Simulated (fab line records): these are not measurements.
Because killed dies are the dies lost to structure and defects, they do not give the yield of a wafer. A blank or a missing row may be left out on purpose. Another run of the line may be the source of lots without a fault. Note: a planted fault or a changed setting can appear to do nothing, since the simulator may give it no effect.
Matching of chambers	flow n5-finfet	N5_BEOL_M6_STRIP_19 on rie-diel-06: 4 sister chambers
The step strips in O2. 20 wafers are shown with their chamber, then 10 later ones without.

## WAFERS WITH THEIR CHAMBER
wafer	chamber	drypump-motor-current-A (A)	showerhead-plenum-p-Torr (Torr)	throttle-valve-pct (%)
L074.2	2	5.3	2.02	16.28
L074.5	2	5.3	2.02	16.29
L074.6	1	5.8	2.16	16.38
L076.3	2	5.3	2.02	16.32
L076.5	0	6.4	2.01	16.94
L076.6	2	5.2	2.02	16.32
L075.1	2	5.3	2.02	16.31
L075.2	0	6.5	2.01	16.95
L075.6	3	4.8	2.01	16.59
L084.1	0	6.4	2.01	16.93
L084.3	3	4.8	2.00	16.58
L084.5	1	5.8	2.15	16.36
L086.3	3	4.8	2.00	16.64
L086.5	1	5.8	2.15	16.41
L086.6	0	6.4	2.01	16.97
L087.1	2	5.3	2.02	16.33
L087.2	3	4.8	2.00	16.60
L087.3	0	6.4	2.01	16.98
L087.4	1	5.8	2.15	16.41
L087.5	0	6.4	2.01	16.98

SIGNATURES (means of the wafers above)
reading	chamber 0	chamber 1	chamber 2	chamber 3	scatter within a chamber
drypump-motor-current-A	6.417	5.800	5.283	4.800	0.0323
showerhead-plenum-p-Torr	2.0100	2.1525	2.0200	2.0025	0.00306
throttle-valve-pct	16.9583	16.3900	16.3083	16.6025	0.0224
Rule: a wafer's distance from a chamber is the root of the sum, over the readings, of the square of ((its reading less the chamber's mean) divided by the reading's scatter). The wafer belongs to the nearest chamber; if the next one is less than 2 further off, it can't be placed. The scatter: the root of (the sum of the squares of (reading less its chamber's mean) over the shown wafers, divided by (wafers less chambers)).

## WAFERS WITH NO CHAMBER GIVEN
wafer	drypump-motor-current-A (A)	showerhead-plenum-p-Torr (Torr)	throttle-valve-pct (%)
L087.6	5.8	2.15	16.41
L090.1	5.3	2.01	16.35
L090.2	6.4	2.01	16.98
L090.3	5.8	2.15	16.39
L093.2	4.8	1.99	16.64
L093.3	5.3	2.01	16.39
L093.4	5.8	2.15	16.41
L097.1	5.3	2.01	16.41
L097.4	4.8	1.99	16.66
L097.5	4.8	1.99	16.68

## CHAMBER TAKEN BY EACH
wafer	from the rows above	in truth
L087.6	1	1
L090.1	2	2
L090.2	0	0
L090.3	1	1
L093.2	3	3
L093.3	2	2
L093.4	1	1
L097.1	2	2
L097.4	3	3
L097.5	3	3
10 of 10 placed correctly. Left unplaced by these rows: 0. Number placed wrongly: 0.
